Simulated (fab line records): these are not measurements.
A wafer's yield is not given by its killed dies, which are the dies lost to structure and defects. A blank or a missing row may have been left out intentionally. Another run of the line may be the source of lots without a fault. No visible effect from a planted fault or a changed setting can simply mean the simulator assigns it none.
Which tool did it? | flow n5 finfet | 24 lots, 72 wafers sampled, at 6 steps of a route of 1938

== WHAT THE GAUGES SHOWED, per wafer ==
N5_BEOL_M0_CUTY_OVL_MEAS_58.
lot  | measured     | on         | M0_ABLK_OVL (nm)
L074 | day 5 23:15  | overlay-01 | 0.3 -1.1 -1.3
L075 | day 6 03:58  | overlay-01 | -1.1 -0.3 -0.4
L076 | day 6 05:59  | overlay-02 | 0.1 0.4 1.6
L077 | day 6 15:31  | overlay-02 | -0.5 -0.2 -0.7
L078 | day 6 20:09  | overlay-02 | -0.4 -0.2 -0.3
L079 | day 7 01:46  | overlay-01 | -0.6 -0.4 -0.8
L080 | day 7 06:30  | overlay-01 | 0.6 1.1 0.6
L082 | day 7 13:20  | overlay-01 | 0.0 1.2 1.3
L081 | day 7 18:51  | overlay-02 | 0.5 -0.1 0.0
L083 | day 7 22:14  | overlay-02 | 0.3 0.6 -0.2
L084 | day 8 04:34  | overlay-01 | 1.0 0.8 1.5
L085 | day 11 02:19 | overlay-01 | -0.2 -1.0 -0.6
L088 | day 11 02:33 | overlay-02 | -0.4 0.2 0.3
L095 | day 11 02:50 | overlay-01 | -0.8 -0.6 -0.5
L094 | day 11 03:02 | overlay-01 | 0.9 0.1 0.3
L089 | day 11 05:01 | overlay-01 | -0.1 -0.2 -0.6
L090 | day 11 05:10 | overlay-02 | 0.5 0.1 0.0
L091 | day 11 05:20 | overlay-02 | -0.4 -0.2 -0.7
L092 | day 11 05:22 | overlay-01 | 1.1 1.4 0.5
L087 | day 11 05:34 | overlay-01 | 0.3 -0.1 0.6
L093 | day 11 05:56 | overlay-01 | -0.5 -1.0 0.2
L086 | day 11 06:22 | overlay-01 | 1.0 0.8 0.7
L096 | day 11 06:34 | overlay-01 | 0.3 -0.3 -0.2
L097 | day 11 21:11 | overlay-01 | 0.2 -0.6 -1.1

N5_BEOL_M1_THK_MEAS_01.
lot  | measured     | on            | M1_ILD_THK (nm)
L074 | day 6 06:43  | film metro-02 | 79.4 78.2 80.5
L075 | day 6 09:49  | film metro-01 | 78.4 79.5 79.1
L076 | day 6 11:44  | film metro-01 | 78.4 80.7 79.5
L077 | day 7 00:05  | film metro-01 | 80.2 79.8 80.5
L078 | day 7 04:56  | film metro-01 | 76.9 77.9 78.0
L079 | day 7 08:41  | film metro-01 | 79.3 78.9 79.1
L080 | day 7 10:04  | film metro-01 | 76.1 75.6 78.5
L082 | day 7 18:49  | film metro-01 | 77.8 78.4 78.3
L081 | day 8 03:21  | film metro-01 | 79.0 78.4 80.0
L083 | day 8 03:48  | film metro-01 | 78.8 78.2 78.5
L084 | day 8 12:47  | film metro-02 | 77.0 76.4 78.9
L085 | day 11 07:22 | film metro-01 | 76.5 78.2 79.4
L088 | day 11 07:39 | film metro-01 | 78.5 77.9 80.1
L095 | day 11 07:52 | film metro-02 | 77.9 78.9 79.7
L094 | day 11 08:21 | film metro-01 | 77.1 78.0 78.6
L089 | day 11 10:43 | film metro-02 | 77.6 79.4 79.1
L090 | day 11 11:18 | film metro-02 | 77.5 76.9 78.6
L091 | day 11 11:31 | film metro-01 | 77.9 79.0 78.9
L092 | day 11 11:44 | film metro-01 | 78.0 79.4 79.0
L087 | day 11 11:46 | film metro-02 | 78.9 79.0 77.5
L093 | day 11 12:17 | film metro-02 | 78.2 80.1 80.9
L086 | day 11 13:29 | film metro-02 | 79.0 80.2 80.2
L096 | day 11 13:54 | film metro-01 | 78.7 79.1 79.0
L097 | day 12 03:22 | film metro-01 | 78.6 78.0 79.6

== TOOL THAT RAN EACH LOT (tool first, then ch and the chambers of the sampled wafers, then the start) ==
lot  | N5_BEOL_M0_ETCH_138                | N5_BEOL_M0_ETCH_128                | N5_BEOL_M0_DEGAS_112         | N5_BEOL_M0_ALD_136
L074 | rie diel-02 ch 1,2, day 5 23:31    | rie diel-02 ch 0,1,2, day 6 02:35  | pvd sputter-02, day 6 03:49  | ald metal-02 ch 0,2,3, day 6 04:02
L075 | rie diel-04 ch 0,2, day 6 04:17    | rie diel-03 ch 0,2, day 6 05:13    | pvd sputter-01, day 6 07:17  | ald metal-01 ch 0,2, day 6 07:25
L076 | rie diel-03 ch 1,2,3, day 6 06:15  | rie diel-03 ch 0,1,3, day 6 07:58  | pvd sputter-01, day 6 08:46  | ald metal-01 ch 0,1,2, day 6 08:52
L077 | rie diel-02 ch 0,3, day 6 16:26    | rie diel-03 ch 0,3, day 6 18:39    | pvd sputter-03, day 6 19:35  | ald metal-03 ch 0,3, day 6 19:41
L078 | rie diel-03 ch 0,1,2, day 6 20:25  | rie diel-04 ch 1,3, day 7 00:14    | pvd sputter-01, day 7 00:58  | ald metal-02 ch 0,1,2, day 7 01:04
L079 | rie diel-02 ch 0,1, day 7 02:01    | rie diel-03 ch 0,1,2, day 7 04:16  | pvd sputter-02, day 7 06:22  | ald metal-03 ch 1,2, day 7 06:32
L080 | rie diel-03 ch 0,1,3, day 7 06:46  | rie diel-03 ch 1,2,3, day 7 07:16  | pvd sputter-03, day 7 07:58  | ald metal-01 ch 0,2,3, day 7 08:05
L082 | rie diel-03 ch 0,1,3, day 7 13:45  | rie diel-03 ch 0,2,3, day 7 14:59  | pvd sputter-02, day 7 16:02  | ald metal-02 ch 0,2,3, day 7 16:22
L081 | rie diel-03 ch 2,3, day 7 19:10    | rie diel-02 ch 0,3, day 8 00:11    | pvd sputter-01, day 8 00:56  | ald metal-01 ch 1,2,3, day 8 01:16
L083 | rie diel-02 ch 2,3, day 7 22:30    | rie diel-02 ch 0,2,3, day 8 00:18  | pvd sputter-02, day 8 01:43  | ald metal-03 ch 0,1,2, day 8 01:49
L084 | rie diel-03 ch 1,2,3, day 8 06:19  | rie diel-02 ch 0,2,3, day 8 08:05  | pvd sputter-01, day 8 10:37  | ald metal-02 ch 0,2,3, day 8 10:43
L085 | rie diel-04 ch 0,1,3, day 11 02:36 | rie diel-03 ch 1,2, day 11 03:59   | pvd sputter-02, day 11 05:07 | ald metal-01 ch 1,2,3, day 11 05:13
L088 | rie diel-03 ch 1,2,3, day 11 02:58 | rie diel-03 ch 2,3, day 11 04:05   | pvd sputter-02, day 11 05:17 | ald metal-03 ch 0,2, day 11 05:23
L095 | rie diel-02 ch 0,1,3, day 11 03:26 | rie diel-03 ch 1,2,3, day 11 04:20 | pvd sputter-03, day 11 05:20 | ald metal-01 ch 1,2,3, day 11 05:26
L094 | rie diel-02 ch 1,3, day 11 04:10   | rie diel-02 ch 0,1,3, day 11 05:11 | pvd sputter-03, day 11 06:17 | ald metal-02 ch 0,1,2, day 11 06:23
L089 | rie diel-03 ch 2,3, day 11 05:23   | rie diel-04 ch 0,2,3, day 11 07:31 | pvd sputter-03, day 11 08:41 | ald metal-01 ch 1,2, day 11 08:47
L090 | rie diel-02 ch 2,3, day 11 05:30   | rie diel-04 ch 1,2,3, day 11 07:59 | pvd sputter-01, day 11 09:08 | ald metal-02 ch 0,1,3, day 11 09:14
L091 | rie diel-02 ch 0,1,3, day 11 06:05 | rie diel-02 ch 0,2,3, day 11 08:08 | pvd sputter-01, day 11 09:14 | ald metal-03 ch 0,1,2, day 11 09:20
L092 | rie diel-04 ch 1,2,3, day 11 06:16 | rie diel-02 ch 0,3, day 11 08:15   | pvd sputter-01, day 11 09:23 | ald metal-01 ch 0,2, day 11 09:29
L087 | rie diel-03 ch 1,2,3, day 11 06:26 | rie diel-03 ch 1,2,3, day 11 08:17 | pvd sputter-01, day 11 09:28 | ald metal-02 ch 1,2,3, day 11 09:34
L093 | rie diel-04 ch 1,2,3, day 11 07:55 | rie diel-04 ch 1,2,3, day 11 09:09 | pvd sputter-01, day 11 10:16 | ald metal-01 ch 0,1, day 11 10:22
L086 | rie diel-03 ch 1,2,3, day 11 08:12 | rie diel-03 ch 1,3, day 11 10:03   | pvd sputter-01, day 11 10:55 | ald metal-01 ch 1,2, day 11 11:01
L096 | rie diel-04 ch 0,3, day 11 08:19   | rie diel-04 ch 1,3, day 11 10:15   | pvd sputter-02, day 11 10:55 | ald metal-02 ch 1,2,3, day 11 11:02
L097 | rie diel-04 ch 1,2, day 11 21:27   | rie diel-03 ch 2,3, day 11 22:30   | pvd sputter-01, day 11 23:34 | ald metal-02 ch 0,3, day 11 23:43
- N5_BEOL_M0_ETCH_138: etches SiCN in CH3F/O2, target depth 12 nm, time 31.6 s.
- N5_BEOL_M0_ETCH_128: etches SiCN in CF4/N2, target depth 12 nm, overetch 5.1 nm, time 21.4 s.
- N5_BEOL_M0_DEGAS_112: time 60 s.
- N5_BEOL_M0_ALD_136: deposits TaN, pulse time 2 s, purge time 3 s, co reactant purge time 2 s.

== AS READ BY THE TOOLS THEMSELVES (means over the sampled wafers that have a number; for cases with no such wafer, the mark the record gives instead) ==
N5_BEOL_M0_ETCH_138.
lot  | tool        | drypump motor current A (A) | etch rf on time s (s) | oes product au (a.u.) | rf vpp V (V) | showerhead plenum p Torr (Torr) | throttle valve pct (%)
L074 | rie diel-02 | 6.1                         | 28.2                  | 0.66                  | 297.2        | 2.04                            | 16.29
L075 | rie diel-04 | 6.3                         | 27.8                  | 0.76                  | 296.4        | 1.94                            | 16.21
L076 | rie diel-03 | 5.4                         | 29.6                  | 0.71                  | 297.9        | 2.06                            | 16.27
L077 | rie diel-02 | 6.4                         | 29.7                  | 0.68                  | 295.9        | 1.96                            | 16.38
L078 | rie diel-03 | 5.6                         | 29.4                  | 0.65                  | 296.1        | 1.98                            | 16.46
L079 | rie diel-02 | 6.3                         | 29.0                  | 0.70                  | 296.5        | 1.99                            | 16.30
L080 | rie diel-03 | 5.7                         | 29.3                  | 0.70                  | 297.6        | 2.02                            | 16.33
L082 | rie diel-03 | 5.7                         | 29.1                  | 0.70                  | 297.7        | 2.02                            | 16.35
L081 | rie diel-03 | 5.3                         | 30.1                  | 0.70                  | 298.2        | 2.07                            | 16.09
L083 | rie diel-02 | 6.2                         | 28.9                  | 0.73                  | 298.8        | 2.06                            | 16.25
L084 | rie diel-03 | 5.5                         | 29.3                  | 0.68                  | 297.6        | 2.05                            | 16.30
L085 | rie diel-04 | 6.0                         | 28.7                  | 0.75                  | 296.5        | 1.98                            | 16.13
L088 | rie diel-03 | 5.5                         | 29.8                  | 0.66                  | 297.9        | 2.04                            | 16.37
L095 | rie diel-02 | 6.3                         | 29.2                  | 0.68                  | 298.1        | 2.02                            | 16.30
L094 | rie diel-02 | 6.3                         | 28.9                  | 0.73                  | 298.3        | 2.06                            | 16.21
L089 | rie diel-03 | 5.2                         | 30.2                  | 0.62                  | 297.7        | 2.02                            | 16.30
L090 | rie diel-02 | 6.1                         | 29.2                  | 0.69                  | 298.4        | 2.08                            | 16.32
L091 | rie diel-02 | 6.3                         | 29.8                  | 0.69                  | 297.1        | 2.02                            | 16.28
L092 | rie diel-04 | 6.0                         | 29.6                  | 0.69                  | 296.4        | 1.96                            | 16.40
L087 | rie diel-03 | 5.5                         | 29.6                  | 0.65                  | 298.5        | 2.04                            | 16.37
L093 | rie diel-04 | 6.0                         | 29.0                  | 0.69                  | 297.1        | 1.96                            | 16.40
L086 | rie diel-03 | 5.5                         | 30.7                  | 0.65                  | 298.0        | 2.04                            | 16.37
L096 | rie diel-04 | 5.7                         | 28.9                  | 0.74                  | 295.4        | 1.95                            | 16.01
L097 | rie diel-04 | 6.3                         | 29.1                  | 0.65                  | 297.2        | 1.94                            | 16.68

N5_BEOL_M0_ETCH_128.
lot  | tool        | drypump motor current A (A) | oes product au (a.u.) | rf vpp V (V) | showerhead plenum p Torr (Torr) | throttle valve pct (%)
L074 | rie diel-02 | 6.2                         | 0.51                  | 381.0        | 2.18                            | 15.46
L075 | rie diel-03 | 5.5                         | 0.48                  | 380.5        | 2.13                            | 15.58
L076 | rie diel-03 | 5.7                         | 0.57                  | 382.6        | 2.23                            | 15.44
L077 | rie diel-03 | 5.6                         | 0.53                  | 380.7        | 2.17                            | 15.46
L078 | rie diel-04 | 5.6                         | 0.60                  | 382.3        | 2.19                            | 15.20
L079 | rie diel-03 | 5.6                         | 0.53                  | 381.5        | 2.18                            | 15.58
L080 | rie diel-03 | 5.5                         | 0.57                  | 384.3        | 2.26                            | 15.38
L082 | rie diel-03 | 5.4                         | 0.53                  | 381.7        | 2.20                            | 15.40
L081 | rie diel-02 | 6.4                         | 0.58                  | 382.3        | 2.20                            | 15.42
L083 | rie diel-02 | 6.2                         | 0.55                  | 382.6        | 2.22                            | 15.41
L084 | rie diel-02 | 6.2                         | 0.54                  | 382.8        | 2.22                            | 15.43
L085 | rie diel-03 | 5.6                         | 0.53                  | 382.4        | 2.22                            | 15.66
L088 | rie diel-03 | 5.2                         | 0.51                  | 383.4        | 2.23                            | 15.41
L095 | rie diel-03 | 5.4                         | 0.53                  | 383.7        | 2.25                            | 15.48
L094 | rie diel-02 | 6.3                         | 0.56                  | 382.8        | 2.23                            | 15.40
L089 | rie diel-04 | 6.0                         | 0.55                  | 380.8        | 2.13                            | 15.39
L090 | rie diel-04 | 6.0                         | 0.56                  | 381.3        | 2.16                            | 15.51
L091 | rie diel-02 | 6.2                         | 0.54                  | 382.8        | 2.21                            | 15.49
L092 | rie diel-02 | 6.4                         | 0.56                  | 381.2        | 2.19                            | 15.48
L087 | rie diel-03 | 5.5                         | 0.53                  | 382.8        | 2.25                            | 15.47
L093 | rie diel-04 | 6.0                         | 0.56                  | 381.5        | 2.16                            | 15.53
L086 | rie diel-03 | 5.6                         | 0.56                  | 385.0        | 2.29                            | 15.35
L096 | rie diel-04 | 6.0                         | 0.59                  | 381.2        | 2.22                            | 15.36
L097 | rie diel-03 | 5.2                         | 0.51                  | 382.4        | 2.22                            | 15.43

N5_BEOL_M0_DEGAS_112.
lot  | tool           | heater power w (W)
L074 | pvd sputter-02 | 323
L075 | pvd sputter-01 | 322
L076 | pvd sputter-01 | 335
L077 | pvd sputter-03 | 343
L078 | pvd sputter-01 | 325
L079 | pvd sputter-02 | 338
L080 | pvd sputter-03 | 345
L082 | pvd sputter-02 | 321
L081 | pvd sputter-01 | 329
L083 | pvd sputter-02 | 337
L084 | pvd sputter-01 | 322
L085 | pvd sputter-02 | 315
L088 | pvd sputter-02 | 326
L095 | pvd sputter-03 | 361
L094 | pvd sputter-03 | 356
L089 | pvd sputter-03 | 356
L090 | pvd sputter-01 | 340
L091 | pvd sputter-01 | 321
L092 | pvd sputter-01 | 309
L087 | pvd sputter-01 | 321
L093 | pvd sputter-01 | 306
L086 | pvd sputter-01 | 305
L096 | pvd sputter-02 | 321
L097 | pvd sputter-01 | 331

N5_BEOL_M0_ALD_136.
lot  | tool         | chamber pressure Torr (Torr) | heater power w (W) | mfc carrier sccm (sccm) | precursor vessel temp c (C)
L074 | ald metal-02 | 2.997                        | 435                | 1496                    | 74.91
L075 | ald metal-01 | 2.996                        | 400                | 1493                    | 74.98
L076 | ald metal-01 | 2.996                        | 384                | 1500                    | 75.05
L077 | ald metal-03 | 3.005                        | 377                | 1501                    | 75.03
L078 | ald metal-02 | 3.003                        | 437                | 1495                    | 74.90
L079 | ald metal-03 | 3.000                        | 466                | 1495                    | 74.98
L080 | ald metal-01 | 3.002                        | 417                | 1505                    | 74.94
L082 | ald metal-02 | 3.002                        | 431                | 1499                    | 75.07
L081 | ald metal-01 | 3.001                        | 428                | 1499                    | 75.07
L083 | ald metal-03 | 3.004                        | 426                | 1500                    | 75.00
L084 | ald metal-02 | 3.002                        | 431                | 1500                    | 74.96
L085 | ald metal-01 | 3.002                        | 418                | 1496                    | 75.03
L088 | ald metal-03 | 3.007                        | 424                | 1499                    | 74.87
L095 | ald metal-01 | 3.008                        | 426                | 1498                    | 74.93
L094 | ald metal-02 | 3.000                        | 433                | 1497                    | 74.98
L089 | ald metal-01 | 3.002                        | 405                | 1502                    | 75.03
L090 | ald metal-02 | 2.998                        | 392                | 1503                    | 74.93
L091 | ald metal-03 | 2.996                        | 438                | 1496                    | 75.06
L092 | ald metal-01 | 3.001                        | 379                | 1501                    | 75.06
L087 | ald metal-02 | 3.007                        | 417                | 1498                    | 74.85
L093 | ald metal-01 | 3.003                        | 372                | 1503                    | 74.95
L086 | ald metal-01 | 2.998                        | 403                | 1500                    | 75.03
L096 | ald metal-02 | 3.005                        | 417                | 1500                    | 75.09
L097 | ald metal-02 | 2.995                        | 384                | 1505                    | 75.00

== THE ANSWER, worked out from the rows above alone ==
Rule: the usual values come from the lots themselves. The widest of any qualifying gaps counts: lots, ordered by their means at a reading, are off when they make up no more than a third of the lots, leave a main group of 4 or more, and stand apart from it by 3 or more times the standard deviation of that group's means. A main group whose means are all the same, to the digits that the tables above print for the reading, isn't used. Also off: a lot with no number at a reading for which 4 or more lots have one. All remaining lots with rows at the step are treated as sound. After the gauges, taken in route order, come the tools' own readings; for these a lot's mean is taken, as printed above. The first step at which some lot is off is used, and at that step the reading that is off furthest; a lot without a number counts as furthest.
No lot is off at any reading shown: from this, nothing can be told.

== WHAT THE SIMULATOR HAD INSERTED ==
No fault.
